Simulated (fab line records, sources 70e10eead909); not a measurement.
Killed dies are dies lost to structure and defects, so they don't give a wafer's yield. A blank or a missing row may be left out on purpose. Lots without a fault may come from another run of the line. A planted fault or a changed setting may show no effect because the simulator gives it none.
A struck lot beside a sound one | flow nand_harc | 14 steps out of a route of 1302
Sound: wafers L121.2, L121.3, L121.4. Struck: wafer L135.4. (L135.2, L135.6 of the same lot were not struck and are left out.) The cause comes at the end.
At each step with rows: each side's tool, then ch and its chambers, then its first start. Under that, the readings that differ: sound wafers | struck wafers | difference of the means | sigmas: that difference in standard deviations of wafers without a fault.
alike: readings whose means differ by less than 2 such deviations, and words and numbers that are the same on both sides. not compared: withheld readings, readings that some wafer has no value for, bounds like >300 that may hide the same value, and numbers for which the record gives no deviation and whose values overlap.
The two part at a step that has a row with sigmas, a row that says differs or no value, or rows on one side only. Numbers that don't overlap but have no deviation are shown without sigmas and don't part them. A reading that every wafer of one side lacks parts them only if that side has two wafers or more.

first, 3 steps without rows for these wafers: NHARC_A_CHANNEL_FILL_D1_ALD_16 (deposits SiO2, target thk 1.5 nm, pulse time 10 s, ald cycles 15); NHARC_A_CHANNEL_FILL_D1_ANNEAL_17 (time 1800 s); NHARC_A_CHANNEL_FILL_D1_CVD_18 (deposits poly-Si, target thk 3 nm).
NHARC_A_CHANNEL_FILL_D1_ETCHBACK_19: etches the open film in HBr/Cl2, target depth 5 nm, time 1.7 s.
  sound on rie_si-05 ch 0,2,3, day 10 08:41; struck on rie_si-06 ch 1, day 16 03:26
  reading                | sound          | struck | difference | sigmas
  rf_hours_counter_h (h) | 0.53 0.46 0.48 | 0.60   | +0.11      |
  alike: drypump_motor_current_A, oes_product_au, throttle_valve_pct
NHARC_A_CHANNEL_FILL_D1_ETCHBACK_20: etches the open film in C4F8/O2/Ar, target depth 27 nm, time 13.5 s.
  sound on rie_diel-12 ch 0,1,3, day 10 08:49; struck on rie_diel-12 ch 3, day 16 03:34
  alike: oes_product_au, rf_vpp_V, run_length_s
  not compared: rf_hours_counter_h
NHARC_A_CHANNEL_FILL_D1_STRIP_28: strips in O2, time 20 s.
  sound on rie_diel-12 ch 0,1,2, day 10 08:55; struck on rie_diel-12 ch 1, day 16 03:38
  reading                | sound       | struck | difference | sigmas
  rf_hours_counter_h (h) | 4.3 5.5 5.8 | 4.2    | -1.0       |
  alike: drypump_motor_current_A, oes_product_au, rf_vpp_V, showerhead_plenum_p_Torr, throttle_valve_pct
then, 4 steps without rows for these wafers: NHARC_A_CHANNEL_FILL_D1_PRECLEAN_21 (cleans in dHF, time 30 s); NHARC_A_CHANNEL_FILL_D1_SRD_23; NHARC_A_CHANNEL_FILL_D1_CVD_05 (deposits poly-Si, target thk 5 nm); NHARC_A_CHANNEL_FILL_D1_ANNEAL_22 (time 7200 s).
NHARC_A_CHANNEL_FILL_D1_ALD_25: deposits SiOx, target thk 60 nm, pulse time 10 s, ald cycles 600.
  sound on ald_hk-03 ch 0,1,2, day 10 20:36; struck on ald_hk-03 ch 0, day 16 16:39
  alike: heater_power_w, precursor_pulse_height_rel
NHARC_A_CHANNEL_FILL_D1_ETCHBACK_08: etches the open film in C4F8, target depth 220 nm, time 110 s.
  sound on rie_diel-09 ch 0,1,2, day 11 02:05; struck on rie_diel-12 ch 2, day 17 00:40
  reading               | sound             | struck | difference | sigmas
  oes_product_au (a.u.) | 0.98 1.00 0.99    | 0.91   | -0.08      | -2
  run_length_s (s)      | 131.5 131.2 130.8 | 136.7  | +5.5       | +13
  alike: rf_vpp_V
  not compared: rf_hours_counter_h
NHARC_A_CHANNEL_FILL_D1_STRIP_29: strips in O2, time 20 s.
  sound on rie_diel-09 ch 1,2,3; struck on rie_diel-12 ch 1
  alike: drypump_motor_current_A, oes_product_au, rf_vpp_V, showerhead_plenum_p_Torr, throttle_valve_pct
  not compared: rf_hours_counter_h
-- the record jumps here: 14 days lie between the struck wafers' starts before and after (it left off in module A_CHANNEL_FILL_D1 and takes up again in module END, whose first step shown is number 1302 of the route) --
NHARC_END_SORT_01:
  the record has rows for the struck wafers here (prober-02 ch 0, day 31 04:32) and none for the sound ones

WHERE THEY PART
First at NHARC_A_CHANNEL_FILL_D1_ETCHBACK_08; last, within this record, at NHARC_END_SORT_01.

WHY: what the simulator had put in
Process parameter drift: rie_diel-12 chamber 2, from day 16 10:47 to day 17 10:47, at NHARC_A_CHANNEL_FILL_D1_ETCHBACK_08. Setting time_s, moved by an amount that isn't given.
